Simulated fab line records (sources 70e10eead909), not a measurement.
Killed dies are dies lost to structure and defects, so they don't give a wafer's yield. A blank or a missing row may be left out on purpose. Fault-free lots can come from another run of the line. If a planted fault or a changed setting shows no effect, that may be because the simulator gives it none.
The tool behind it: which one? / flow nandHarc / 12 lots with 36 wafers sampled at 6 steps, on a route of 1302 steps

== WHAT THE GAUGES SHOWED, per wafer ==
NHARC_A_BONDPAD_OVL_MEAS_35.
lot=L075; measured=day 23 15:28; on=overlay-01; overlayXNm (nm)=-5 -5 -4
lot=L077; measured=day 23 23:35; on=overlay-02; overlayXNm (nm)=1 1 0
lot=L078; measured=day 24 21:59; on=overlay-02; overlayXNm (nm)=5 5 5
lot=L081; measured=day 25 14:22; on=overlay-01; overlayXNm (nm)=-8 -8 -8
lot=L084; measured=day 27 00:56; on=overlay-02; overlayXNm (nm)=-1 -1 0
lot=L085; measured=day 27 14:35; on=overlay-02; overlayXNm (nm)=-2 -2 -2
lot=L089; measured=day 28 16:33; on=overlay-02; overlayXNm (nm)=5 5 5
lot=L088; measured=day 29 08:38; on=overlay-01; overlayXNm (nm)=2 2 1
lot=L091; measured=day 30 14:47; on=overlay-01; overlayXNm (nm)=-17 -17 -17
lot=L092; measured=day 30 19:19; on=overlay-01; overlayXNm (nm)=6 6 7
lot=L095; measured=day 32 03:42; on=overlay-02; overlayXNm (nm)=-2 -2 -2
lot=L097; measured=day 32 20:53; on=overlay-01; overlayXNm (nm)=-3 -3 -3

== WHICH TOOL RAN EACH LOT (tool, then ch and the chambers of the sampled wafers, then the start) ==
lot=L075; NHARC_A_CONTACT_ETCH_89=rieDiel-04 ch 0,2, day 23 06:50 or earlier; NHARC_A_CONTACT_ETCH_31=rieDiel-04 ch 2,3, day 23 06:50 or earlier; NHARC_A_M0_ETCH_34=rieDiel-01 ch 0,2,3, day 23 06:50; NHARC_A_M1_PRE_CLEAN_32=pecvd-04 ch 0,1, day 23 13:30; NHARC_A_M1_DEP_33=pecvd-04 ch 0,1, day 23 13:35
lot=L077; NHARC_A_CONTACT_ETCH_89=rieDiel-11 ch 1,2,3, day 23 04:13; NHARC_A_CONTACT_ETCH_31=rieDiel-11 ch 0,2,3, day 23 15:08 or earlier; NHARC_A_M0_ETCH_34=rieDiel-02 ch 1,3, day 23 15:08; NHARC_A_M1_PRE_CLEAN_32=pecvd-01 ch 0,1,2, day 23 21:39; NHARC_A_M1_DEP_33=pecvd-01 ch 0,1,2, day 23 21:44
lot=L078; NHARC_A_CONTACT_ETCH_89=rieDiel-04 ch 0,2,3, day 24 13:23 or earlier; NHARC_A_CONTACT_ETCH_31=rieDiel-04 ch 2,3, day 24 13:23 or earlier; NHARC_A_M0_ETCH_34=rieDiel-09 ch 0,2,3, day 24 13:23; NHARC_A_M1_PRE_CLEAN_32=pecvd-02 ch 0,2, day 24 20:03; NHARC_A_M1_DEP_33=pecvd-02 ch 0,2, day 24 20:09
lot=L081; NHARC_A_CONTACT_ETCH_89=rieDiel-04 ch 0,1,3, day 25 05:56 or earlier; NHARC_A_CONTACT_ETCH_31=rieDiel-04 ch 1,2, day 25 05:56 or earlier; NHARC_A_M0_ETCH_34=rieDiel-01 ch 1,2, day 25 05:56; NHARC_A_M1_PRE_CLEAN_32=pecvd-01 ch 0,1, day 25 12:34; NHARC_A_M1_DEP_33=pecvd-01 ch 0,1, day 25 12:41
lot=L084; NHARC_A_CONTACT_ETCH_89=rieDiel-11 ch 1,2, day 26 16:22 or earlier; NHARC_A_CONTACT_ETCH_31=rieDiel-11 ch 0,3, day 26 16:22 or earlier; NHARC_A_M0_ETCH_34=rieDiel-02 ch 1,2, day 26 16:22; NHARC_A_M1_PRE_CLEAN_32=pecvd-02 ch 0,1, day 26 22:59; NHARC_A_M1_DEP_33=pecvd-02 ch 0,1, day 26 23:06
lot=L085; NHARC_A_CONTACT_ETCH_89=rieDiel-04 ch 2,3, day 27 05:59 or earlier; NHARC_A_CONTACT_ETCH_31=rieDiel-04 ch 2,3, day 27 05:59 or earlier; NHARC_A_M0_ETCH_34=rieDiel-02 ch 0,1,2, day 27 05:59; NHARC_A_M1_PRE_CLEAN_32=pecvd-01 ch 0,2, day 27 12:37; NHARC_A_M1_DEP_33=pecvd-01 ch 0,2, day 27 12:46
lot=L089; NHARC_A_CONTACT_ETCH_89=rieDiel-13 ch 0,1, day 28 08:16 or earlier; NHARC_A_CONTACT_ETCH_31=rieDiel-13 ch 0,3, day 28 08:16 or earlier; NHARC_A_M0_ETCH_34=rieDiel-09 ch 1,2,3, day 28 08:16; NHARC_A_M1_PRE_CLEAN_32=pecvd-02 ch 1,2, day 28 14:45; NHARC_A_M1_DEP_33=pecvd-02 ch 1,2, day 28 14:52
lot=L088; NHARC_A_CONTACT_ETCH_89=rieDiel-04 ch 0,2,3, day 29 00:05 or earlier; NHARC_A_CONTACT_ETCH_31=rieDiel-04 ch 0,1,2, day 29 00:05 or earlier; NHARC_A_M0_ETCH_34=rieDiel-09 ch 1,2, day 29 00:05; NHARC_A_M1_PRE_CLEAN_32=pecvd-02 ch 0,1,2, day 29 06:50; NHARC_A_M1_DEP_33=pecvd-02 ch 0,1,2, day 29 07:00
lot=L091; NHARC_A_CONTACT_ETCH_89=rieDiel-04 ch 0,2,3, day 30 06:02 or earlier; NHARC_A_CONTACT_ETCH_31=rieDiel-04 ch 0,1, day 30 06:02 or earlier; NHARC_A_M0_ETCH_34=rieDiel-09 ch 0,3, day 30 06:02; NHARC_A_M1_PRE_CLEAN_32=pecvd-01 ch 0, day 30 12:40; NHARC_A_M1_DEP_33=pecvd-01 ch 0, day 30 12:47
lot=L092; NHARC_A_CONTACT_ETCH_89=rieDiel-04 ch 0,2,3, day 30 10:47 or earlier; NHARC_A_CONTACT_ETCH_31=rieDiel-04 ch 0,1,2, day 30 10:47 or earlier; NHARC_A_M0_ETCH_34=rieDiel-01 ch 0,1,3, day 30 10:47; NHARC_A_M1_PRE_CLEAN_32=pecvd-04 ch 0,1, day 30 17:24; NHARC_A_M1_DEP_33=pecvd-04 ch 0,1, day 30 17:32
lot=L095; NHARC_A_CONTACT_ETCH_89=rieDiel-11 ch 0,2, day 31 19:04 or earlier; NHARC_A_CONTACT_ETCH_31=rieDiel-11 ch 0,1,2, day 31 19:04 or earlier; NHARC_A_M0_ETCH_34=rieDiel-02 ch 0,2,3, day 31 19:04; NHARC_A_M1_PRE_CLEAN_32=pecvd-04 ch 0,2, day 32 01:43; NHARC_A_M1_DEP_33=pecvd-04 ch 0,2, day 32 01:50
lot=L097; NHARC_A_CONTACT_ETCH_89=rieDiel-04 ch 0,2, day 32 12:07 or earlier; NHARC_A_CONTACT_ETCH_31=rieDiel-04 ch 0,2,3, day 32 12:07 or earlier; NHARC_A_M0_ETCH_34=rieDiel-09 ch 1,2, day 32 12:07; NHARC_A_M1_PRE_CLEAN_32=pecvd-04 ch 0,2, day 32 18:47; NHARC_A_M1_DEP_33=pecvd-04 ch 0,2, day 32 18:56
- NHARC_A_CONTACT_ETCH_89: etches the open film in N2/H2, target depth 260 nm, time 475.3 s.
- NHARC_A_CONTACT_ETCH_31: etches the open film in O2/COS, target depth 2800 nm, time 728 s.
- NHARC_A_M0_ETCH_34: etches the open film in N2/H2, target depth 40 nm, overetch 12 nm, time 43.94 s.
- NHARC_A_M1_PRE_CLEAN_32: time 12 s.
- NHARC_A_M1_DEP_33: deposits SiCN, target thk 30 nm.

== THE ANSWER, worked out from the rows above alone ==
Rule: the usual values come from the lots themselves. Put in order of their means at a reading, lots are off if they are a third of the lots or fewer, leave a main group of 4 or more, and stand apart from it by a gap of 3 or more times the standard deviation of the main group's means; of several such gaps the widest counts. Not used: any main group whose means are identical at the precision the tables above print for the reading. A lot without any number at a reading at which 4 lots or more have one is off too. All remaining lots with rows at the step are treated as sound.
No lot is off at any reading shown: from this, nothing can be told.

== WHAT THE SIMULATOR HAD PUT IN ==
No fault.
